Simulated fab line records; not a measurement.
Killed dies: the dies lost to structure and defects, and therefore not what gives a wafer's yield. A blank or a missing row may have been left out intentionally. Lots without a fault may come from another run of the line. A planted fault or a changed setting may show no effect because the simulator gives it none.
The tool behind it: which one? / flow nandHarc / 12 lots with 36 wafers sampled at 4 steps, on a route of 1302 steps

## WHAT THE GAUGES READ, wafer by wafer
NHARC_A_SIN_REMOVE_INSPECT_04.
lot=L076; measured=day 20 18:13; on=defectInspect-01; rawDefectCount=520 451 505
lot=L077; measured=day 22 00:24; on=defectInspect-01; rawDefectCount=314 216 289
lot=L079; measured=day 22 13:23; on=defectInspect-02; rawDefectCount=382 313 405
lot=L081; measured=day 23 01:23; on=defectInspect-01; rawDefectCount=394 437 454
lot=L083; measured=day 24 00:52; on=defectInspect-01; rawDefectCount=445 453 476
lot=L084; measured=day 25 05:55; on=defectInspect-02; rawDefectCount=797 560 548
lot=L087; measured=day 25 22:28; on=defectInspect-02; rawDefectCount=296 336 349
lot=L088; measured=day 27 06:31; on=defectInspect-01; rawDefectCount=278 173 281
lot=L092; measured=day 27 20:25; on=defectInspect-02; rawDefectCount=230 366 413
lot=L093; measured=day 27 17:44; on=defectInspect-02; rawDefectCount=449 540 473
lot=L094; measured=day 29 00:50; on=defectInspect-02; rawDefectCount=517 291 438
lot=L096; measured=day 29 23:04; on=defectInspect-02; rawDefectCount=226 342 313

## EACH LOT AND THE TOOL THAT RAN IT (in order: tool; ch and the chambers of the sampled wafers; start)
lot=L076; NHARC_A_SGD_CUT_DEP_00=pecvd-03 ch 0,1,2, day 19 06:53; NHARC_A_SGD_CUT_ETCH_59=rieDiel-13 ch 0,2, day 19 08:10; NHARC_A_SLIT_DEP_00=aclDep-03 ch 0, day 19 19:37
lot=L077; NHARC_A_SGD_CUT_DEP_00=pecvd-03 ch 0,1,2, day 20 20:04; NHARC_A_SGD_CUT_ETCH_59=rieDiel-13 ch 1,2, day 20 21:10; NHARC_A_SLIT_DEP_00=aclDep-02 ch 0, day 21 08:08
lot=L079; NHARC_A_SGD_CUT_DEP_00=pecvd-02 ch 0,1,2, day 21 02:49; NHARC_A_SGD_CUT_ETCH_59=rieDiel-05 ch 1,2,3, day 21 20:55 or earlier; NHARC_A_SLIT_DEP_00=aclDep-01 ch 0, day 21 20:55
lot=L081; NHARC_A_SGD_CUT_DEP_00=pecvd-03 ch 0,2, day 21 22:36; NHARC_A_SGD_CUT_ETCH_59=rieDiel-05 ch 1,2,3, day 22 07:41 or earlier; NHARC_A_SLIT_DEP_00=aclDep-02 ch 0, day 22 07:41
lot=L083; NHARC_A_SGD_CUT_DEP_00=pecvd-02 ch 0,2, day 22 23:17; NHARC_A_SGD_CUT_ETCH_59=rieDiel-05 ch 0,1, day 23 07:14 or earlier; NHARC_A_SLIT_DEP_00=aclDep-03 ch 0, day 23 07:14
lot=L084; NHARC_A_SGD_CUT_DEP_00=pecvd-04 ch 0,2, day 24 05:19; NHARC_A_SGD_CUT_ETCH_59=rieDiel-13 ch 0,2,3, day 24 13:03 or earlier; NHARC_A_SLIT_DEP_00=aclDep-03 ch 0, day 24 13:03
lot=L087; NHARC_A_SGD_CUT_DEP_00=pecvd-02 ch 0,1, day 24 20:29; NHARC_A_SGD_CUT_ETCH_59=rieDiel-05 ch 1,2, day 25 04:23 or earlier; NHARC_A_SLIT_DEP_00=aclDep-02 ch 0, day 25 04:23
lot=L088; NHARC_A_SGD_CUT_DEP_00=pecvd-03 ch 1,2, day 26 01:57; NHARC_A_SGD_CUT_ETCH_59=rieDiel-05 ch 0,1,2, day 26 10:20 or earlier; NHARC_A_SLIT_DEP_00=aclDep-03 ch 0, day 26 10:20
lot=L092; NHARC_A_SGD_CUT_DEP_00=pecvd-03 ch 0,2, day 26 13:04; NHARC_A_SGD_CUT_ETCH_59=rieDiel-10 ch 1,3, day 27 03:35 or earlier; NHARC_A_SLIT_DEP_00=aclDep-02 ch 0, day 27 03:35
lot=L093; NHARC_A_SGD_CUT_DEP_00=pecvd-03 ch 0,2, day 26 13:32; NHARC_A_SGD_CUT_ETCH_59=rieDiel-05 ch 0,1, day 27 00:20 or earlier; NHARC_A_SLIT_DEP_00=aclDep-01 ch 0, day 27 00:20
lot=L094; NHARC_A_SGD_CUT_DEP_00=pecvd-02 ch 1,2, day 27 22:37; NHARC_A_SGD_CUT_ETCH_59=rieDiel-13 ch 0,2,3, day 28 07:53 or earlier; NHARC_A_SLIT_DEP_00=aclDep-03 ch 0, day 28 07:53
lot=L096; NHARC_A_SGD_CUT_DEP_00=pecvd-04 ch 0,1, day 28 09:24; NHARC_A_SGD_CUT_ETCH_59=rieDiel-05 ch 0,3, day 29 04:56 or earlier; NHARC_A_SLIT_DEP_00=aclDep-02 ch 0, day 29 04:56
- NHARC_A_SGD_CUT_DEP_00: deposits SiNx, target thk 50 nm.
- NHARC_A_SGD_CUT_ETCH_59: etches the open film in N2/H2, target depth 260 nm, time 406.25 s.
- NHARC_A_SLIT_DEP_00: deposits aC, target thk 6200 nm.

## THE ANSWER, worked out from the rows above alone
Rule: the lots themselves supply what counts as usual. Put in order of their means at a reading, lots are off if they are a third of the lots or fewer, leave a main group of 4 or more, and stand apart from it by a gap of 3 or more times the standard deviation of the main group's means; of several such gaps the widest counts. Not used: any main group whose means are identical at the precision the tables above print for the reading. A lot without any number at a reading at which 4 lots or more have one is off too. The other lots that the step has rows for count as sound.
No lot is off at any reading shown: from this, nothing can be told.

## WHAT WAS PUT IN BY THE SIMULATOR
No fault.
